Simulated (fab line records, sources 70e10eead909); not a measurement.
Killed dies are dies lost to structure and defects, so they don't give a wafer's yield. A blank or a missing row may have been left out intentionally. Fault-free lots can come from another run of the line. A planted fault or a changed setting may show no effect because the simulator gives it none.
Chamber matching ; flow nand harc ; 4 sister chambers for NHARC_A_STAIRCASE_ALD_415 on ald hk-01
The step deposits SiO2, target thk 30 nm, pulse time 6 s, ald cycles 300. 16 wafers are shown with their chamber, then 8 later ones without.

## EACH WAFER AND ITS CHAMBER
wafer;chamber;heater power outer w (W);heater power w (W);precursor pulse height rel
L599.1;1;225;429;1.001
L599.5;3;340;602;1.009
L599.6;2;282;537;1.019
L601.2;2;285;511;1.001
L601.3;1;225;440;0.981
L601.5;2;282;506;0.976
L610.1;3;351;624;0.988
L610.3;0;215;408;1.015
L610.6;1;225;430;0.979
L609.1;3;343;605;1.016
L609.5;2;288;522;0.984
L609.6;3;353;609;0.987
L614.1;0;217;419;1.007
L614.3;3;354;600;0.954
L614.6;1;228;448;0.970
L616.1;2;283;513;0.989

SIGNATURES (averages over the wafers above)
reading;chamber 0;chamber 1;chamber 2;chamber 3;scatter within a chamber
heater power outer w;216.00;225.75;284.00;348.20;4.02
heater power w;413.50;436.75;517.80;608.00;10.3
precursor pulse height rel;1.01100;0.98275;0.99380;0.99080;0.0183
Rule: a wafer lies at a distance from a chamber equal to the root of the sum of squares, over the readings, of (its reading less the chamber's mean, divided by the reading's scatter). The wafer belongs to the nearest chamber; if the next one is less than 2 further off, it can't be placed. The scatter is the square root of a quotient: the sum, over the shown wafers, of each reading's squared deviation from its chamber's mean, divided by wafers minus chambers.

## WAFERS WHOSE CHAMBER IS MISSING
wafer;heater power outer w (W);heater power w (W);precursor pulse height rel
L616.2;350;598;1.031
L616.4;230;441;0.981
L617.1;360;592;0.999
L617.3;230;444;1.000
L617.4;213;416;1.000
L619.1;219;450;0.982
L619.2;221;409;0.970
L619.3;285;523;0.999

## WHICH CHAMBER EACH WENT THROUGH
wafer;from the rows above;in truth
L616.2;3;3
L616.4;1;1
L617.1;3;3
L617.3;1;1
L617.4;0;0
L619.1;can't be placed: 1 or 0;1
L619.2;can't be placed: 0 or 1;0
L619.3;2;2
Correct placement for 6 of the 8. Not placeable from these rows: 2 (in 2, the candidates include the true chamber). Number placed wrongly: 0.
